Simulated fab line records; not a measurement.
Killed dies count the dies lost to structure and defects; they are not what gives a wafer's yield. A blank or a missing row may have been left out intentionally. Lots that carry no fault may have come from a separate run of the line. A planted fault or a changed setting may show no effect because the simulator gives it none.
Chamber matching    flow nand harc    NHARC_P_ZERO_WELL_DESCUM_39 on rie diel-04 has 4 sister chambers
The step chemistry O2, time 3 s. 14 wafers are shown with their chamber, then 7 later ones without.

## WAFERS, EACH WITH ITS CHAMBER
wafer   chamber  drypump motor current A (A)  showerhead plenum p Torr (Torr)  oes product au (a.u.)
L500.1  1        5.8                          1.99                             0.993
L500.4  3        6.3                          1.79                             1.002
L500.5  3        6.2                          1.79                             1.005
L502.1  3        6.2                          1.79                             1.006
L502.2  2        5.4                          1.98                             0.996
L502.6  0        5.4                          1.91                             1.000
L503.1  3        6.3                          1.79                             1.001
L503.4  1        5.8                          1.99                             0.994
L503.6  3        6.3                          1.79                             1.008
L508.1  0        5.4                          1.90                             0.995
L508.5  2        5.4                          1.97                             0.996
L508.6  1        5.8                          1.98                             0.985
L509.1  0        5.4                          1.90                             0.980
L509.3  1        5.8                          1.98                             0.970

SIGNATURES (averages over the wafers above)
reading                   chamber 0  chamber 1  chamber 2  chamber 3  scatter within a chamber
drypump motor current A   5.400      5.800      5.400      6.260      0.0346
showerhead plenum p Torr  1.9033     1.9850     1.9750     1.7900     0.00465
oes product au            0.99167    0.98550    0.99600    1.00440    0.00787
Rule: for a wafer and a chamber, the distance is found by dividing, reading by reading, the gap between the wafer's reading and the chamber's mean by the reading's scatter, squaring, summing and taking the root. The wafer belongs to the nearest chamber; if the next one is less than 2 further off, it can't be placed. The scatter: the root of (the sum of the squares of (reading less its chamber's mean) over the shown wafers, divided by (wafers less chambers)).

## WAFERS WITH NO CHAMBER GIVEN
wafer   drypump motor current A (A)  showerhead plenum p Torr (Torr)  oes product au (a.u.)
L509.4  5.4                          1.97                             0.985
L512.1  5.4                          1.97                             0.988
L512.4  5.4                          1.90                             0.989
L512.5  5.8                          1.98                             0.981
L513.1  6.2                          1.78                             0.998
L513.2  5.8                          1.98                             1.003
L513.6  5.4                          1.90                             0.992

## WHICH CHAMBER EACH ONE RAN IN
wafer   from the rows above  in truth
L509.4  2                    2
L512.1  2                    2
L512.4  0                    0
L512.5  1                    1
L513.1  3                    3
L513.2  1                    1
L513.6  0                    0
Correctly placed: 7 of 7. From these rows, 0 cannot be placed. Wrongly placed: 0.
